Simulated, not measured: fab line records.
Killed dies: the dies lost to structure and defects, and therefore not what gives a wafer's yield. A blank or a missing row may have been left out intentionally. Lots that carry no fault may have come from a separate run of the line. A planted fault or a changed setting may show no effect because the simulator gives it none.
A lot that was struck, set against a sound lot + flow n5 finfet + 35 steps out of a route of 1938
Sound: the wafers L102.2, L102.3, L102.6. Wafers L110.1, L110.4, L110.6 were the ones struck. At the end, the cause is stated.
Order at every step that has rows: each side's tool, ch and its chambers, its first start. Under that, the readings that differ: sound wafers + struck wafers + difference of the means + sigmas: that difference in standard deviations of wafers without a fault.
alike: same words and numbers on both sides, and readings whose means sit less than 2 such deviations apart. not compared: any withheld reading, any reading some wafer has no value for, any bound like >300 that may hide the same value, and any number with overlapping values for which the record gives no deviation.
Wherever a step has rows on one side only, a row that says differs or no value, or a row with sigmas, the two part there. Non-overlapping numbers with no deviation appear without sigmas and do not part them. A reading missing from all wafers of one side parts the sides only when that side holds two or more wafers.

first, 9 steps without rows for these wafers: N5_MOL_CONTACT_COAG_SOFTBAKE_35 (time 60 s); N5_MOL_CONTACT_COAG_EXPOSE_37 (exposes mask VD, defocus 0 nm); N5_MOL_CONTACT_COAG_PEB_38 (peb time 60 s); N5_MOL_CONTACT_COAG_DEVELOP_39 (develop time 30 s); N5_MOL_CONTACT_COAG_DESCUM_45 (chemistry O2, time 7 s); N5_MOL_CONTACT_COAG_ETCH_65 (etches underlayer in N2/H2, target depth 13 nm, time 10.4 s); N5_MOL_CONTACT_COAG_ETCH_66 (etches SiARC in CF4, target depth 13 nm, time 21.7 s); N5_MOL_CONTACT_COAG_ALD_133 (deposits SiO2, target thk 5 nm, pulse time 1 s, co reactant pulse time 1 s); N5_MOL_CONTACT_COAG_ETCHBACK_134 (etches SiO2 in CHF3, target depth 10 nm, time 6.7 s).
N5_MOL_CONTACT_COAG_ETCH_67: etches SOC in N2/H2, target depth 60 nm, overetch 21 nm, time 101.2 s.
  sound on rie diel-01 ch 0,2, day 6 05:52; struck on rie diel-04 ch 0,2,3, day 8 08:47
  alike: drypump motor current A, n2 flow sccm, oes product au, rf vpp V, showerhead plenum p Torr, throttle valve pct
  not compared: rf hours counter h
then, 24 steps without rows for these wafers: N5_MOL_CONTACT_COAG_STRIP_68 (strips in N2/H2); N5_MOL_CONTACT_COAG_STRIP_69 (strips in N2/H2); N5_MOL_CONTACT_COAG_ETCHBACK_136 (etches SiO2 in CHF3, target depth 25 nm, time 16.7 s); N5_MOL_CONTACT_COAG_STRIP_120 (strips in CHF3); N5_MOL_CONTACT_COAG_VIA_ETCH_117 (etches SiO2 in C4F6/O2, target depth 40 nm, overetch 8 nm, time 26 s); N5_MOL_CONTACT_COAG_ETCH_124 (etches SiNx in CH3F/O2, stops on SiOC, target depth 6.5 nm); N5_MOL_CONTACT_COAG_ETCH_48 (etches SiOC in C4F6/O2, target depth 15 nm, overetch 4.5 nm, time 17 s); N5_MOL_CONTACT_COAG_STRIP_72 (strips in N2/H2); N5_MOL_CONTACT_COAG_STRIP_49 (strips in N2/H2, time 30 s); N5_MOL_CONTACT_COAG_PRECLEAN_138 (cleans in alkaline clean, time 60 s); N5_MOL_CONTACT_COAG_SRD_139 (time 30 s); N5_MOL_CONTACT_COAG_PRE_CLEAN_121; N5_MOL_CONTACT_COAG_CVD_140 (deposits W, target thk 66.5 nm, time 215 s); N5_MOL_CONTACT_COAG_PRECLEAN_127 (cleans in DIW, time 57.5 s); N5_MOL_CONTACT_COAG_SRD_128 (dry time 32 s); N5_MOL_CONTACT_COAG_CMP_52 (polishes, stops on SiO2, t overpolish 1.5 s, target thk 66.5 nm); N5_MOL_CONTACT_COAG_ANNEAL_112 (time 1800 s); N5_BEOL_M0_SAQP_PECVD_00 (deposits SiCN from 3MS/NH3, target thk 8 nm, time 14 s); N5_BEOL_M0_SAQP_ILD_DEP_01 (deposits SiOC from DEMS/O2, target thk 45.419 nm, time 8.7 s); N5_BEOL_M0_SAQP_HM_DEP_02 (deposits TiN, target thk 12 nm); N5_BEOL_M0_SAQP_PECVD_03 (deposits SiCN from 3MS/NH3, target thk 12 nm, time 21.1 s); N5_BEOL_M0_SAQP_PECVD_96 (deposits a-Si from SiH4/He, target thk 45 nm, time 45.2 s); N5_BEOL_M0_SAQP_PECVD_97 (deposits SiNx from SiH4/NH3/N2, target thk 23 nm, time 19.9 s); N5_BEOL_M0_SAQP_PECVD_04 (deposits a-Si from SiH4/He, target thk 60 nm, time 60.2 s).
-- here the record skips 9 days between the struck wafers' starts before and after, leaving off in module BEOL_M0_SAQP and picking up in module PASSIVATION (first step shown: number 1936 of the route) --
N5_PASSIVATION_PROBE_49:
  record: rows for the struck wafers here (prober-02, day 17 20:25), none for the sound ones

## WHERE THEY PART
At N5_PASSIVATION_PROBE_49 and nowhere else, as far as this record goes.

WHY: what the simulator had put in
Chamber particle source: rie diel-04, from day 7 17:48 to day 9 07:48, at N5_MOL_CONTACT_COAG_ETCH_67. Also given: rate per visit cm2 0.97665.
